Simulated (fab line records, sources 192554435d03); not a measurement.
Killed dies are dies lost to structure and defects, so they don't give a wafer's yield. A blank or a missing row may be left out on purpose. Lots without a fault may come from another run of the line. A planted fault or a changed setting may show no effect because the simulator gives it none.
Chamber matching | flow n5_finfet | N5_BEOL_M11_ETCH_65 on rie_diel-02: 4 sister chambers
The step etches SiARC in CF4, target depth 39 nm, time 65 s. 22 wafers are shown with their chamber, then 11 later ones without.

WAFERS WITH THEIR CHAMBER
wafer  | chamber | drypump_motor_current_A (A) | showerhead_plenum_p_Torr (Torr) | throttle_valve_pct (%)
L074.1 | 2       | 5.6                         | 2.14                            | 15.46
L074.4 | 0       | 6.0                         | 2.11                            | 16.08
L074.5 | 0       | 6.0                         | 2.11                            | 16.07
L076.1 | 3       | 4.8                         | 2.13                            | 15.90
L076.3 | 1       | 5.9                         | 2.28                            | 15.28
L076.5 | 2       | 5.6                         | 2.14                            | 15.47
L078.1 | 3       | 4.7                         | 2.13                            | 15.91
L078.4 | 0       | 6.0                         | 2.11                            | 16.07
L078.5 | 0       | 6.0                         | 2.11                            | 16.07
L077.1 | 3       | 4.7                         | 2.13                            | 15.91
L077.5 | 2       | 5.6                         | 2.14                            | 15.47
L077.6 | 1       | 5.9                         | 2.27                            | 15.28
L079.2 | 0       | 6.0                         | 2.11                            | 16.11
L079.4 | 1       | 5.9                         | 2.27                            | 15.29
L079.6 | 1       | 5.9                         | 2.27                            | 15.30
L087.3 | 1       | 5.9                         | 2.27                            | 15.33
L087.5 | 1       | 5.9                         | 2.27                            | 15.31
L087.6 | 3       | 4.7                         | 2.12                            | 15.94
L085.2 | 3       | 4.8                         | 2.12                            | 15.96
L085.5 | 1       | 5.9                         | 2.27                            | 15.33
L085.6 | 0       | 6.0                         | 2.11                            | 15.60
L089.1 | 0       | 6.0                         | 2.10                            | 15.62

SIGNATURES (means of the wafers above)
reading                  | chamber 0 | chamber 1 | chamber 2 | chamber 3 | scatter within a chamber
drypump_motor_current_A  | 6.000     | 5.900     | 5.600     | 4.740     | 0.0258
showerhead_plenum_p_Torr | 2.1086    | 2.2714    | 2.1400    | 2.1260    | 0.00402
throttle_valve_pct       | 15.9457   | 15.3029   | 15.4667   | 15.9240   | 0.134
Rule: a wafer's distance from a chamber is the root of the sum, over the readings, of the square of ((its reading less the chamber's mean) divided by the reading's scatter). The wafer belongs to the nearest chamber; if the next one is less than 2 further off, it can't be placed. The scatter: the root of (the sum of the squares of (reading less its chamber's mean) over the shown wafers, divided by (wafers less chambers)).

WAFERS WITHOUT THEIR CHAMBER
wafer  | drypump_motor_current_A (A) | showerhead_plenum_p_Torr (Torr) | throttle_valve_pct (%)
L089.4 | 5.6                         | 2.13                            | 15.52
L089.6 | 4.7                         | 2.12                            | 15.95
L091.1 | 5.9                         | 2.26                            | 15.35
L091.4 | 6.1                         | 2.10                            | 15.60
L091.5 | 5.9                         | 2.26                            | 15.34
L092.1 | 5.6                         | 2.13                            | 15.53
L092.4 | 5.9                         | 2.26                            | 15.35
L092.5 | 6.0                         | 2.10                            | 15.61
L093.1 | 6.0                         | 2.10                            | 15.63
L093.4 | 4.8                         | 2.12                            | 15.96
L093.6 | 4.8                         | 2.12                            | 15.98

WHICH CHAMBER EACH WENT THROUGH
wafer  | from the rows above | in truth
L089.4 | 2                   | 2
L089.6 | 3                   | 3
L091.1 | 1                   | 1
L091.4 | 0                   | 0
L091.5 | 1                   | 1
L092.1 | 2                   | 2
L092.4 | 1                   | 1
L092.5 | 0                   | 0
L093.1 | 0                   | 0
L093.4 | 3                   | 3
L093.6 | 3                   | 3
Placed correctly: 11 of 11. Can't be placed from these rows: 0. Placed wrongly: 0.
